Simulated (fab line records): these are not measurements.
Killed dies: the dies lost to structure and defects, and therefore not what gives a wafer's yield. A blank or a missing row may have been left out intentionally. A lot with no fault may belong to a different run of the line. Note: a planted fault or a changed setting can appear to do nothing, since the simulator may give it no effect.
Matching of chambers    flow nand harc    NHARC_A_CONTACT_ETCH_91 on rie diel-09: 4 sister chambers
The step etches the open film in CH3F/O2, target depth 40 nm, time 85.7 s. 8 wafers are shown with their chamber, then 11 later ones without.

## WAFERS, EACH WITH ITS CHAMBER
wafer   chamber  drypump motor current A (A)  showerhead plenum p Torr (Torr)
L086.1  2        5.6                          2.29
L087.5  0        5.3                          2.58
L089.2  3        6.2                          2.30
L089.3  2        5.7                          2.28
L090.1  3        6.2                          2.30
L090.4  0        5.3                          2.58
L090.5  1        5.7                          2.27
L092.1  1        5.7                          2.66

## WAFERS WHOSE CHAMBER IS MISSING
wafer   drypump motor current A (A)  showerhead plenum p Torr (Torr)
L092.5  5.6                          2.28
L092.6  5.7                          2.66
L091.2  5.6                          2.28
L091.4  5.3                          2.58
L091.5  5.6                          2.28
L094.1  5.6                          2.28
L094.2  6.2                          2.29
L094.5  6.2                          2.29
L097.1  5.7                          2.66
L097.3  5.3                          2.58
L097.6  6.2                          2.29

## WHICH CHAMBER EACH WENT THROUGH
wafer   from the rows above      in truth
L092.5  can't be placed: 2 or 1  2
L092.6  can't be placed: 1 or 2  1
L091.2  can't be placed: 2 or 1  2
L091.4  0                        0
L091.5  can't be placed: 2 or 1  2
L094.1  can't be placed: 2 or 1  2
L094.2  3                        3
L094.5  3                        3
L097.1  can't be placed: 1 or 2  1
L097.3  0                        0
L097.6  3                        3
Correctly placed: 5 of 11. Can't be placed from these rows: 6 (the true chamber is among the candidates in 6). 0 placed wrongly.
How it was worked out, from the rows above alone: a wafer's distance from a chamber is the root of the sum, over the readings, of the square of ((its reading less the chamber's mean) divided by the reading's scatter). The wafer belongs to the nearest chamber; if the next one is less than 2 further off, it can't be placed. A chamber's mean is the mean of its shown wafers. How the scatter is found: for the shown wafers, subtract from each reading the mean of its chamber, square and add these, divide the total by (wafers less chambers), then take the root.
